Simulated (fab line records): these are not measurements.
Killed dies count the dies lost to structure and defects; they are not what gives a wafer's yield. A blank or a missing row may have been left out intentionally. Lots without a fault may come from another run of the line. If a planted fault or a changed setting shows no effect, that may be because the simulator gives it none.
fab line records	flow nandHarc
record lots=24	wafers=72	lastDay=34
route steps=1302 shown A_WL_FILL@982 A_CONTACT@985
lots that met no fault: taken from a fault-free run of the same line
startH: start of the lot's first displayed wafer, in hours after the record's first day	waitH: how many hours have passed since the lot's step before this one	" the same as in the row above	L1.1+2: several wafers, shown together as one row	- value missing, or start not given	* or withheld: withheld	< > ~ a bound
route shown NAME@n: names a module that has steps shown in the file, with the first one's number in the route	usual: the fault-free wafers' mean and standard deviation	same: alike in all rows	chamber/n: place in a boat	sites: the reading at each site	_std_site: standard deviation of those values	_edge_site: inner sites' mean taken away from outer sites' mean	radiusMm: for every site, how far away it sits from the centre of the wafer	mask NAME#n: copy n	behind: the most recent tool/chamber to have shaped the wafer	hold: what put the lot on hold/how long, in hours/how the hold closed	device: whichever transistor did not switch (one of n, p or np)	end of line: the tests these same wafers got at the end of their route	where a step has no rows: the recipe by itself	killed: dies lost to structure and defects at the first sort, not the wafer's yield	map: a wafer's dies, marking killed ones x, the rest . and places with no die _
set.NAME: the setting as run; set.NAME@STEP: as run at that earlier step	model.NAME: the simulator's own value behind a step, which no gauge read
one table for each step of the route and one row for each wafer, over a sample of lots
services: when a tool's chamber went out of use (startH, in hours from the record's first day, below 0 if earlier), for how many hours, and the reason
## steps
# step NHARC_A_WL_FILL_INSPECT_15
# usual rawDefectCount=476/110
lot.wafer	tool	chamber	startH	waitH	rawDefectCount
L076.2	defectInspect-02	-	484.72	0.0	709
L076.3	"	-	"	"	551
L076.6	"	-	"	"	441
L075.1	defectInspect-01	-	484.73	0.0	574
L075.3	"	-	"	"	585
L075.4	"	-	"	"	456
L074.2	defectInspect-01	-	492.04	0.0	399
L074.3	"	-	"	"	370
L074.4	"	-	"	"	662
L077.2	defectInspect-02	-	526.72	0.0	407
L077.3	"	-	"	"	419
L077.6	"	-	"	"	416
L080.3	defectInspect-01	-	529.57	0.0	602
L080.4	"	-	"	"	583
L080.5	"	-	"	"	746
L078.1	defectInspect-02	-	529.57	0.0	480
L078.4	"	-	"	"	597
L078.5	"	-	"	"	461
L079.1	defectInspect-01	-	543.10	0.0	374
L079.4	"	-	"	"	471
L079.6	"	-	"	"	417
L081.2	defectInspect-02	-	556.30	0.0	330
L081.3	"	-	"	"	566
L081.6	"	-	"	"	623
L082.1	defectInspect-02	-	574.08	0.0	338
L082.5	"	-	"	"	378
L082.6	"	-	"	"	457
L083.3	defectInspect-01	-	574.13	0.0	432
L083.4	"	-	"	"	496
L083.6	"	-	"	"	486
L084.3	defectInspect-01	-	582.48	0.0	639
L084.4	"	-	"	"	401
L084.6	"	-	"	"	657
L085.3	defectInspect-02	-	591.42	0.0	357
L085.5	"	-	"	"	389
L085.6	"	-	"	"	394
L086.2	defectInspect-01	-	607.93	0.0	461
L086.4	"	-	"	"	400
L086.6	"	-	"	"	391
L088.2	defectInspect-02	-	607.99	0.0	357
L088.3	"	-	"	"	411
L088.5	"	-	"	"	431
L089.2	defectInspect-02	-	611.27	0.0	317
L089.3	"	-	"	"	616
L089.4	"	-	"	"	413
L087.2	defectInspect-01	-	611.32	0.0	367
L087.5	"	-	"	"	362
L087.6	"	-	"	"	367
L091.2	defectInspect-02	-	632.03	0.0	517
L091.4	"	-	"	"	423
L091.5	"	-	"	"	605
L090.1	defectInspect-02	-	634.84	0.0	430
L090.2	"	-	"	"	418
L090.3	"	-	"	"	353
L092.2	defectInspect-02	-	663.35	0.1	673
L092.4	"	-	"	"	537
L092.5	"	-	"	"	492
L093.1	defectInspect-02	-	663.51	0.0	411
L093.2	"	-	"	"	384
L093.4	"	-	"	"	430
L094.1	defectInspect-02	-	689.09	0.0	567
L094.2	"	-	"	"	739
L094.4	"	-	"	"	438
L095.2	defectInspect-01	-	692.59	0.0	680
L095.4	"	-	"	"	667
L095.5	"	-	"	"	431
L096.2	defectInspect-02	-	692.63	0.0	413
L096.4	"	-	"	"	351
L096.6	"	-	"	"	285
L097.2	defectInspect-02	-	718.54	0.0	478
L097.4	"	-	"	"	510
L097.6	"	-	"	"	588
# step NHARC_A_CONTACT_DEP_28
# recipe targetThkA=70000	tempC=400	material=aC
# usual throttleValvePct=34.999/0.0093
lot.wafer	tool	chamber	startH	waitH	throttleValvePct
L076.2	aclDep-01	0	486.09	0.8	34.999
L076.3	"	0	"	"	34.996
L076.6	"	0	488.91	3.6	34.988
L075.1	aclDep-02	0	486.79	1.4	34.997
L075.3	"	0	488.21	2.9	34.974
L075.4	"	0	"	"	35.000
L074.2	aclDep-03	0	498.36	5.7	34.998
L074.3	"	0	"	"	34.993
L074.4	"	0	"	"	35.002
L077.2	aclDep-01	0	528.11	0.8	35.008
L077.3	"	0	"	"	34.981
L077.6	"	0	530.96	3.6	35.025
L078.1	aclDep-02	0	530.24	0.1	34.996
L078.4	"	0	532.34	2.1	34.992
L078.5	"	0	"	"	35.003
L080.3	aclDep-03	0	531.65	1.5	34.987
L080.4	"	0	"	"	34.992
L080.5	"	0	"	"	34.997
L079.1	aclDep-03	0	544.62	0.9	35.016
L079.4	"	0	546.75	3.0	34.997
L079.6	"	0	548.16	4.4	35.009
L081.2	aclDep-02	0	558.61	1.7	34.987
L081.3	"	0	"	"	34.993
L081.6	"	0	561.43	4.5	34.985
L082.1	aclDep-03	0	576.00	1.3	35.015
L082.5	"	0	578.86	4.2	34.991
L082.6	"	0	"	"	34.990
L083.3	aclDep-02	0	577.53	2.8	35.000
L083.4	"	0	"	"	34.999
L083.6	"	0	579.64	4.9	34.990
L084.3	aclDep-03	0	584.57	1.5	35.000
L084.4	"	0	"	"	34.982
L084.6	"	0	586.69	3.6	35.001
L085.3	aclDep-02	0	593.53	1.5	35.004
L085.5	"	0	594.93	2.9	35.012
L085.6	"	0	"	"	34.998
L086.2	aclDep-02	0	609.31	0.8	34.997
L086.4	"	0	610.72	2.2	34.999
L086.6	"	0	612.14	3.6	35.012
L088.2	aclDep-03	0	609.36	0.8	34.985
L088.3	"	0	"	"	34.992
L088.5	"	0	611.46	2.9	34.990
L089.2	aclDep-03	0	613.58	1.7	35.000
L089.3	"	0	"	"	35.002
L089.4	"	0	"	"	34.989
L087.2	aclDep-01	0	614.76	2.8	34.997
L087.5	"	0	616.89	5.0	34.993
L087.6	"	0	"	"	34.999
L091.2	aclDep-03	0	635.84	3.2	35.006
L091.4	"	0	637.24	4.6	34.985
L091.5	"	0	"	"	34.993
L090.1	aclDep-02	0	635.89	0.4	34.984
L090.2	"	0	"	"	34.993
L090.3	"	0	"	"	34.992
L093.1	aclDep-02	0	664.21	0.1	34.996
L093.2	"	0	"	"	34.991
L093.4	"	0	666.32	2.2	34.986
L092.2	aclDep-01	0	664.75	0.8	35.004
L092.4	"	0	666.16	2.2	35.031
L092.5	"	0	"	"	35.009
L094.1	aclDep-01	0	689.75	0.1	35.015
L094.2	"	0	"	"	34.999
L094.4	"	0	691.88	2.2	35.000
L095.2	aclDep-03	0	693.97	0.8	35.010
L095.4	"	0	695.38	2.2	35.013
L095.5	"	0	"	"	35.005
L096.2	aclDep-02	0	694.01	0.8	34.990
L096.4	"	0	695.41	2.2	34.998
L096.6	"	0	696.81	3.6	35.009
L097.2	aclDep-02	0	719.90	0.7	35.004
L097.4	"	0	721.27	2.1	34.993
L097.6	"	0	722.64	3.5	34.997
# step NHARC_A_CONTACT_ETCH_111
# recipe sourceW=withheld	pressureMtorr=20	biasV=withheld	timeS=140	targetDepthA=7000	arFlowSccm=withheld	c4f8FlowSccm=withheld	o2FlowSccm=withheld	chemistry=C4F8/O2/Ar
lot.wafer	tool	chamber	startH	waitH	rfHoursCounterH
L076.2	harCapEtch-03	0	492.29	-	38
L076.3	"	0	"	"	-
L076.6	"	1	"	"	-
L075.1	harCapEtch-01	0	493.80	-	133
L075.4	"	0	"	"	-
L075.3	"	1	"	"	-
L074.2	harCapEtch-02	0	505.48	-	85
L074.4	"	0	"	"	-
L074.3	"	1	"	"	-
L077.2	harCapEtch-02	1	534.44	-	88
L077.3	"	0	"	"	-
L077.6	"	1	"	"	-
L078.1	harCapEtch-01	1	537.21	-	2
L078.4	"	1	"	"	-
L078.5	"	0	"	"	-
L080.4	harCapEtch-03	0	537.40	-	-
L080.3	"	1	"	"	-
L080.5	"	0	"	"	-
L079.1	harCapEtch-02	0	552.83	-	92
L079.4	"	0	"	"	-
L079.6	"	1	"	"	-
L081.2	harCapEtch-03	1	564.78	-	50
L081.3	"	0	"	"	-
L081.6	"	0	"	"	-
L082.1	harCapEtch-03	0	582.95	-	53
L082.6	"	1	"	"	-
L082.5	"	0	"	"	-
L083.3	harCapEtch-01	1	583.36	-	-
L083.4	"	0	"	"	-
L083.6	"	1	"	"	-
L084.4	harCapEtch-03	0	590.10	-	-
L084.3	"	1	"	"	-
L084.6	"	1	"	"	-
L085.3	harCapEtch-03	0	599.06	-	-
L085.5	"	1	"	"	-
L085.6	"	0	"	"	-
L086.2	harCapEtch-03	1	615.60	-	61
L086.4	"	1	"	"	-
L086.6	"	0	"	"	-
L088.2	harCapEtch-01	1	615.78	-	17
L088.3	"	0	"	"	-
L088.5	"	0	"	"	-
L089.2	harCapEtch-02	0	619.74	-	104
L089.3	"	0	"	"	-
L089.4	"	1	"	"	-
L087.2	harCapEtch-03	1	621.08	-	63
L087.5	"	1	"	"	-
L087.6	"	0	"	"	-
L091.2	harCapEtch-03	1	642.11	-	67
L091.4	"	1	"	"	-
L091.5	"	1	"	"	-
L090.2	harCapEtch-02	0	643.16	-	110
L090.1	"	1	"	"	110
L090.3	"	1	"	"	-
L092.2	harCapEtch-02	0	671.82	-	114
L092.4	"	1	"	"	-
L092.5	"	1	"	"	-
L093.2	harCapEtch-01	1	672.65	-	28
L093.1	"	0	"	"	28
L093.4	"	0	"	"	-
L094.1	harCapEtch-02	1	696.62	-	118
L094.2	"	0	"	"	118
L094.4	"	0	"	"	-
L095.2	harCapEtch-01	1	700.13	-	31
L095.4	"	0	"	"	-
L095.5	"	1	"	"	-
L096.2	harCapEtch-03	1	700.38	-	77
L096.4	"	1	"	"	-
L096.6	"	0	"	"	-
L097.2	harCapEtch-02	1	726.02	-	124
L097.4	"	0	"	"	-
L097.6	"	0	"	"	-
# step NHARC_A_CONTACT_ETCH_96
# recipe targetDepthA=200	overEtchFrac=0.5	timeS=10	ionEnergyEv=250	c4f6FlowSccm=25	o2FlowSccm=20	arFlowSccm=500	rfW=600	biasW=500	chemistry=C4F6/O2
# usual drypumpMotorCurrentA=6.11/0.27	mfcArSccm=500.0/1.4	oesProductAu=0.971/0.027	rfVppV=548/4.5	showerheadPlenumPTorr=3.99/0.22	throttleValvePct=26.904/0.0087
lot.wafer	tool	chamber	startH	waitH	drypumpMotorCurrentA	mfcArSccm	oesProductAu	rfHoursCounterH	rfVppV	showerheadPlenumPTorr	throttleValvePct
L076.3	rieDiel-07	3	-	-	6.14	499.2	1.003	4	550	4.12	26.897
L076.2	"	0	"	"	6.06	499.0	1.012	3	553	4.22	26.902
L076.6	"	2	"	"	5.98	500.8	1.012	-	548	3.86	26.888
L075.3	rieDiel-02	0	-	-	6.23	497.9	0.953	19	553	4.22	26.906
L075.4	"	1	"	"	6.06	500.1	0.938	20	552	4.20	26.918
L075.1	"	2	"	"	6.36	499.9	0.943	18	549	4.07	26.899
L074.3	rieDiel-02	2	-	-	6.41	499.3	1.012	19	551	4.07	26.894
L074.4	"	3	"	"	5.62	499.4	1.018	7	543	3.67	26.902
L074.2	"	0	"	"	6.23	499.4	1.008	20	552	4.21	26.916
L077.2	rieDiel-02	1	-	-	6.01	498.8	0.943	27	553	4.19	26.904
L077.3	"	2	"	"	6.41	500.8	0.948	26	550	4.07	26.910
L077.6	"	1	"	"	6.02	499.2	0.943	-	553	4.19	26.907
L078.4	rieDiel-02	3	-	-	5.62	500.4	0.951	11	540	3.66	26.897
L078.1	"	0	"	"	6.24	500.7	0.958	25	553	4.21	26.903
L078.5	"	2	"	"	6.38	501.1	0.950	-	549	4.07	26.905
L080.3	rieDiel-02	1	-	-	6.03	499.9	0.994	27	552	4.19	26.900
L080.4	"	3	"	"	5.61	500.8	1.008	11	541	3.66	26.895
L080.5	"	2	"	"	6.37	499.1	1.007	-	549	4.07	26.909
L079.4	rieDiel-13	3	-	-	6.11	500.2	0.964	7	543	3.70	26.907
L079.1	"	1	"	"	6.43	498.9	0.941	6	550	4.04	26.904
L079.6	"	2	"	"	6.26	498.2	0.947	-	551	4.19	26.911
L081.3	rieDiel-07	3	568.00	0.1	6.17	500.8	1.002	37	551	4.10	26.884
L081.2	"	0	"	"	6.13	500.8	0.996	37	552	4.20	26.910
L081.6	"	1	"	"	5.75	497.4	1.001	-	541	3.68	26.897
L082.1	rieDiel-02	1	-	-	6.04	501.9	0.954	2	551	4.19	26.891
L082.5	"	0	"	"	6.23	500.4	0.955	-	553	4.21	26.903
L082.6	"	1	"	"	6.06	500.3	0.959	-	552	4.19	26.918
L083.4	rieDiel-07	2	-	-	5.96	497.2	1.000	13	546	3.85	26.907
L083.3	"	3	"	"	6.15	499.4	0.988	44	550	4.09	26.897
L083.6	"	0	"	"	6.09	503.4	0.997	-	554	4.20	26.893
L084.4	rieDiel-02	0	-	-	6.23	497.6	0.948	4	551	4.21	26.889
L084.3	"	1	"	"	6.03	498.8	0.967	4	554	4.19	26.913
L084.6	"	0	"	"	6.23	498.3	0.957	-	552	4.21	26.900
L085.3	rieDiel-02	2	-	-	6.41	498.9	1.019	5	550	4.06	26.892
L085.5	"	1	"	"	6.03	499.8	1.012	-	552	4.19	26.909
L085.6	"	2	"	"	6.42	498.5	1.019	-	550	4.06	26.905
L086.4	rieDiel-13	2	-	-	6.26	498.6	0.952	26	552	4.18	26.910
L086.2	"	3	"	"	6.10	501.0	0.931	26	542	3.69	26.906
L086.6	"	1	"	"	6.42	497.9	0.954	-	550	4.03	26.899
L088.2	rieDiel-13	3	-	-	6.11	500.9	0.934	26	541	3.69	26.890
L088.3	"	2	"	"	6.27	500.1	0.950	26	552	4.18	26.909
L088.5	"	3	"	"	6.10	501.5	0.936	-	541	3.69	26.899
L089.2	rieDiel-13	0	-	-	6.46	501.1	0.954	31	542	3.70	26.902
L089.4	"	1	"	"	6.38	501.5	0.949	31	548	4.03	26.896
L089.3	"	3	"	"	6.09	498.8	0.957	28	542	3.69	26.913
L087.2	rieDiel-13	1	-	-	6.42	500.6	0.968	31	550	4.03	26.905
L087.6	"	1	"	"	6.40	502.3	0.971	-	549	4.03	26.908
L087.5	"	2	"	"	6.26	501.9	0.960	-	552	4.17	26.913
L091.2	rieDiel-02	2	-	-	6.42	500.8	1.015	14	550	4.06	26.913
L091.4	"	0	"	"	6.25	500.7	1.006	15	552	4.20	26.896
L091.5	"	2	"	"	6.40	501.5	1.011	-	549	4.06	26.895
L090.3	rieDiel-02	3	-	-	5.61	501.1	1.005	14	540	3.65	26.914
L090.1	"	1	"	"	6.01	498.9	0.992	14	554	4.18	26.904
L090.2	"	2	"	"	6.41	501.8	1.004	14	549	4.06	26.912
L092.4	rieDiel-02	2	-	-	6.41	501.0	0.963	19	549	4.05	26.913
L092.2	"	3	"	"	5.62	499.9	0.954	18	542	3.65	26.912
L092.5	"	2	"	"	6.43	499.3	0.966	-	549	4.05	26.914
L093.1	rieDiel-07	0	-	-	6.11	499.6	0.997	6	552	4.18	26.905
L093.4	"	2	"	"	5.93	500.7	0.992	4	543	3.84	26.891
L093.2	"	3	"	"	6.19	499.7	1.004	4	551	4.08	26.911
L094.2	rieDiel-02	2	-	-	6.42	502.4	0.961	22	551	4.05	26.905
L094.4	"	0	"	"	6.22	499.6	0.943	25	553	4.19	26.900
L094.1	"	1	"	"	6.06	498.9	0.952	24	552	4.18	26.911
L095.2	rieDiel-02	0	-	-	6.21	500.8	0.941	25	553	4.19	26.887
L095.4	"	3	"	"	5.64	499.3	0.945	23	541	3.65	26.912
L095.5	"	0	"	"	6.23	499.8	0.941	-	552	4.19	26.890
L096.2	rieDiel-07	3	-	-	6.17	499.9	0.967	18	549	4.07	26.906
L096.4	"	0	"	"	6.13	498.1	0.946	16	552	4.18	26.904
L096.6	"	3	"	"	6.17	498.5	0.951	-	549	4.07	26.904
L097.2	rieDiel-02	2	-	-	6.40	500.5	0.942	28	549	4.05	26.902
L097.4	"	0	"	"	6.21	500.6	0.957	28	551	4.19	26.915
L097.6	"	2	"	"	6.39	501.6	0.942	-	550	4.05	26.925
# step NHARC_A_CONTACT_ETCH_102
# recipe targetDepthA=1000	overetchA=100	timeS=55	ionEnergyEv=100	cf4FlowSccm=80	o2FlowSccm=20	arFlowSccm=0	rfW=300	biasW=100	chemistry=CF4/O2
# usual cf4FlowSccm=79.97/0.24	drypumpMotorCurrentA=6.10/0.28	mfcArSccm=0.010/0.011	oesProductAu=1.005/0.0081	rfVppV=198.2/1.8	showerheadPlenumPTorr=1.36/0.081	throttleValvePct=13.397/0.0098
lot.wafer	tool	chamber	startH	waitH	cf4FlowSccm	drypumpMotorCurrentA	mfcArSccm	oesProductAu	rfHoursCounterH	rfVppV	showerheadPlenumPTorr	throttleValvePct
L076.2	rieDiel-02	1	495.82	0.1	80.46	6.06	0	1.010	20	200.4	1.44	13.396
L076.3	"	0	"	"	80.14	6.23	0.014	1.013	19	197.3	1.44	13.416
L076.6	"	1	"	"	80.15	6.03	0	1.008	-	198.3	1.44	13.408
L075.3	rieDiel-07	2	497.40	0.1	79.75	5.96	0	0.990	3	198.8	1.31	13.401
L075.1	"	0	"	"	80.17	6.10	0	1.008	4	200.8	1.45	13.412
L075.4	"	0	"	"	80.26	6.09	0	1.005	-	200.6	1.45	13.391
L074.4	rieDiel-02	0	509.04	0.0	80.08	6.21	0.014	0.986	20	198.6	1.44	13.391
L074.3	"	1	"	"	79.91	6.03	0	0.996	21	199.7	1.43	13.400
L074.2	"	2	"	"	80.36	6.37	0.030	1.008	19	199.7	1.39	13.401
L077.3	rieDiel-13	3	538.02	0.1	80.01	6.04	0	0.997	1	196.4	1.25	13.385
L077.2	"	1	"	"	79.75	6.39	0	1.003	2	198.8	1.38	13.390
L077.6	"	3	"	"	79.92	6.04	0	1.004	-	195.0	1.25	13.390
L078.4	rieDiel-13	3	540.75	0.0	79.86	6.11	0	1.008	2	196.1	1.25	13.377
L078.1	"	0	"	"	79.71	6.48	0.024	1.007	2	194.6	1.26	13.397
L078.5	"	0	"	"	79.63	6.50	0.024	1.007	-	196.2	1.26	13.399
L080.3	rieDiel-02	3	540.91	0.1	80.03	5.60	0.007	1.014	11	196.4	1.24	13.401
L080.4	"	0	"	"	79.92	6.24	0.014	1.006	25	198.2	1.44	13.390
L080.5	"	3	"	"	79.97	5.61	0.007	1.001	-	196.1	1.24	13.391
L079.4	rieDiel-02	0	556.37	0.1	79.81	6.21	0.014	1.004	28	199.4	1.44	13.405
L079.1	"	1	"	"	80.00	6.03	0	1.010	31	199.1	1.43	13.403
L079.6	"	3	"	"	80.14	5.59	0.007	1.026	-	196.2	1.24	13.399
L081.3	rieDiel-02	1	568.37	0.0	79.22	6.03	0	1.002	32	200.6	1.43	13.408
L081.2	"	2	"	"	80.14	6.37	0.030	1.005	30	198.3	1.39	13.389
L081.6	"	2	"	"	80.24	6.41	0.030	1.008	-	198.3	1.39	13.393
L082.1	rieDiel-13	3	586.49	0.1	79.89	6.03	0	0.992	17	194.7	1.25	13.392
L082.6	"	0	"	"	80.14	6.46	0.024	1.017	-	196.1	1.26	13.401
L082.5	"	1	"	"	80.06	6.39	0	1.013	-	197.9	1.38	13.401
L083.4	rieDiel-02	2	586.87	0.1	80.24	6.37	0.030	1.011	1	198.3	1.39	13.403
L083.3	"	0	"	"	80.00	6.22	0.014	1.003	2	199.3	1.44	13.375
L083.6	"	1	"	"	79.95	5.99	0	1.000	-	200.0	1.43	13.386
L084.3	rieDiel-07	2	593.71	0.1	79.57	5.97	0	1.006	15	196.8	1.31	13.407
L084.4	"	3	"	"	80.21	6.12	0	1.000	46	198.1	1.40	13.396
L084.6	"	2	"	"	79.47	5.93	0	1.002	-	196.3	1.31	13.395
L085.3	rieDiel-02	2	602.54	0.1	80.12	6.36	0.030	0.999	5	198.2	1.39	13.394
L085.5	"	1	"	"	80.35	6.00	0	1.003	-	197.5	1.43	13.395
L085.6	"	2	"	"	80.05	6.35	0.030	1.018	-	198.6	1.39	13.418
L086.4	rieDiel-07	1	619.21	0.0	80.07	5.72	0	0.982	50	195.9	1.24	13.392
L086.2	"	0	"	"	80.07	6.09	0	0.994	53	199.0	1.43	13.401
L086.6	"	1	"	"	79.97	5.73	0	0.987	-	195.8	1.24	13.392
L088.3	rieDiel-13	3	619.36	0.1	79.71	6.03	0	0.987	27	196.9	1.25	13.414
L088.2	"	0	"	"	79.96	6.45	0.024	0.996	29	196.9	1.26	13.402
L088.5	"	2	"	"	79.93	6.24	0.004	1.003	-	200.0	1.43	13.399
L089.4	rieDiel-02	2	624.20	0.1	80.14	6.37	0.030	1.002	10	199.3	1.39	13.400
L089.3	"	3	"	"	80.11	5.60	0.007	1.011	10	195.2	1.24	13.400
L089.2	"	0	"	"	79.90	6.24	0.014	1.012	10	199.5	1.44	13.400
L087.2	rieDiel-02	3	624.66	0.1	80.12	5.60	0.007	1.011	11	195.1	1.24	13.399
L087.6	"	2	"	"	79.42	6.36	0.030	1.016	-	199.2	1.38	13.375
L087.5	"	3	"	"	79.63	5.59	0.007	1.018	-	195.8	1.24	13.379
L091.2	rieDiel-02	2	645.67	0.1	79.82	6.39	0.030	1.007	14	198.3	1.38	13.394
L091.4	"	0	"	"	79.84	6.25	0.014	1.000	15	199.5	1.44	13.390
L091.5	"	3	"	"	80.40	5.60	0.007	1.015	-	196.2	1.24	13.398
L090.3	rieDiel-02	3	647.57	0.1	80.15	5.60	0.007	1.012	14	195.2	1.24	13.409
L090.1	"	0	"	"	80.26	6.21	0.014	1.000	15	200.8	1.44	13.383
L090.2	"	2	"	"	80.19	6.40	0.030	1.006	14	198.9	1.38	13.377
L092.2	rieDiel-13	1	675.36	0.1	79.85	6.38	0	1.013	47	198.9	1.37	13.389
L092.4	"	2	"	"	80.01	6.24	0.004	1.007	48	200.6	1.42	13.390
L092.5	"	1	"	"	79.81	6.42	0	1.003	-	199.5	1.37	13.417
L093.4	rieDiel-02	3	676.24	0.1	79.66	5.60	0.007	1.013	18	194.8	1.24	13.409
L093.2	"	0	"	"	80.01	6.26	0.014	1.001	21	200.5	1.43	13.404
L093.1	"	2	"	"	80.00	6.36	0.030	1.016	19	198.6	1.38	13.419
L094.2	rieDiel-02	0	700.20	0.1	80.20	6.22	0.014	1.005	25	197.8	1.43	13.404
L094.1	"	2	"	"	79.81	6.38	0.030	1.018	23	201.0	1.38	13.428
L094.4	"	3	"	"	79.89	5.62	0.007	1.013	23	196.4	1.23	13.403
L095.2	rieDiel-02	3	703.68	0.1	80.31	5.60	0.007	1.011	23	194.4	1.23	13.388
L095.4	"	0	"	"	79.83	6.20	0.014	1.018	25	200.1	1.43	13.378
L095.5	"	0	"	"	80.13	6.23	0.014	1.011	-	200.2	1.43	13.419
L096.4	rieDiel-02	2	704.07	0.1	79.84	6.40	0.030	1.007	23	198.4	1.38	13.374
L096.2	"	3	"	"	80.29	5.63	0.007	1.009	23	195.0	1.23	13.402
L096.6	"	2	"	"	79.94	6.35	0.030	1.006	-	198.8	1.38	13.387
L097.4	rieDiel-02	0	729.57	0.1	79.66	6.20	0.014	1.001	28	199.6	1.43	13.394
L097.2	"	2	"	"	79.76	6.37	0.030	1.000	28	199.2	1.38	13.409
L097.6	"	3	"	"	80.08	5.60	0.007	1.003	-	197.1	1.23	13.384
# step NHARC_A_CONTACT_DEP_57
# recipe targetThkA=53000	tempC=400	material=aC
# usual throttleValvePct=35.000/0.0092
lot.wafer	tool	chamber	startH	waitH	throttleValvePct
L076.2	aclDep-01	0	498.29	-	35.010
L076.3	"	0	"	"	35.008
L076.6	"	0	500.44	-	35.005
L075.1	aclDep-02	0	498.57	-	35.015
L075.3	"	0	499.62	-	35.010
L075.4	"	0	"	"	34.999
L074.2	aclDep-01	0	510.25	-	35.001
L074.3	"	0	"	"	34.998
L074.4	"	0	"	"	34.989
L077.2	aclDep-02	0	539.36	-	34.996
L077.3	"	0	"	"	35.009
L077.6	"	0	541.52	-	34.975
L078.1	aclDep-03	0	541.41	-	35.005
L078.4	"	0	543.01	-	34.995
L078.5	"	0	"	"	35.000
L080.3	aclDep-01	0	542.65	-	34.993
L080.4	"	0	"	"	34.994
L080.5	"	0	"	"	35.003
L079.1	aclDep-03	0	558.71	-	34.996
L079.4	"	0	560.35	-	35.011
L079.6	"	0	561.43	-	35.001
L081.2	aclDep-02	0	569.59	-	34.999
L081.3	"	0	"	"	34.993
L081.6	"	0	571.75	-	35.011
L082.1	aclDep-03	0	587.40	-	35.006
L082.5	"	0	589.50	-	35.007
L082.6	"	0	"	"	34.979
L083.3	aclDep-01	0	589.47	-	34.989
L083.4	"	0	"	"	34.996
L083.6	"	0	591.10	-	34.992
L084.3	aclDep-01	0	595.46	-	34.989
L084.4	"	0	"	"	34.992
L084.6	"	0	597.09	-	34.988
L085.3	aclDep-03	0	604.27	-	34.997
L085.5	"	0	605.34	-	35.018
L085.6	"	0	"	"	35.009
L086.2	aclDep-02	0	628.20	-	35.004
L086.4	"	0	629.27	-	35.003
L086.6	"	0	630.34	-	35.008
L088.2	aclDep-03	0	628.76	-	35.019
L088.3	"	0	"	"	35.017
L088.5	"	0	630.36	-	35.000
L089.2	aclDep-02	0	631.40	-	35.007
L089.3	"	0	"	"	35.005
L089.4	"	0	"	"	35.005
L087.2	aclDep-01	0	631.53	-	35.007
L087.5	"	0	633.12	-	34.998
L087.6	"	0	"	"	35.008
L091.2	aclDep-01	0	647.02	-	35.033
L091.4	"	0	648.10	-	34.988
L091.5	"	0	"	"	34.979
L090.1	aclDep-02	0	648.24	-	35.013
L090.2	"	0	"	"	34.999
L090.3	"	0	"	"	35.010
L092.2	aclDep-02	0	677.65	-	34.998
L092.4	"	0	678.73	-	35.002
L092.5	"	0	"	"	35.013
L093.1	aclDep-01	0	677.83	-	34.981
L093.2	"	0	"	"	35.001
L093.4	"	0	679.47	-	35.000
L094.1	aclDep-03	0	700.87	-	34.988
L094.2	"	0	"	"	34.991
L094.4	"	0	702.50	-	35.002
L095.2	aclDep-01	0	706.75	-	34.996
L095.4	"	0	707.81	-	35.002
L095.5	"	0	"	"	35.002
L096.2	aclDep-02	0	707.44	-	34.998
L096.4	"	0	708.51	-	35.006
L096.6	"	0	709.58	-	34.998
L097.2	aclDep-03	0	730.76	-	34.997
L097.4	"	0	731.85	-	34.998
L097.6	"	0	732.93	-	34.990
## services
tool	chamber	startH	hours	kind
rieDiel-07	-	471.39	9.0	pm
rieDiel-02	0	476.20	-	clean
rieDiel-02	1	476.20	-	clean
rieDiel-02	2	476.20	-	clean
rieDiel-02	3	476.20	-	clean
aclDep-03	-	482.78	13.0	pm
rieDiel-07	1	497.00	2.0	repair
harCapEtch-01	-	497.00	17.0	pm
rieDiel-07	2	505.24	65.9	repair
rieDiel-02	3	520.28	9.4	repair
rieDiel-13	-	521.21	9.0	pm
aclDep-01	-	550.88	13.0	pm
rieDiel-02	-	570.70	9.0	pm
rieDiel-13	-	597.85	0.8	repair
aclDep-02	-	612.85	13.0	pm
rieDiel-07	0	619.56	4.4	repair
rieDiel-02	3	633.45	5.0	repair
rieDiel-07	-	648.39	9.0	pm
aclDep-03	-	664.97	13.0	pm
rieDiel-02	-	668.68	1.2	repair
rieDiel-07	-	674.05	0.3	repair
rieDiel-07	0	691.05	7.6	repair
rieDiel-13	-	698.21	9.0	pm
aclDep-01	-	732.05	13.0	pm
## key
fault none
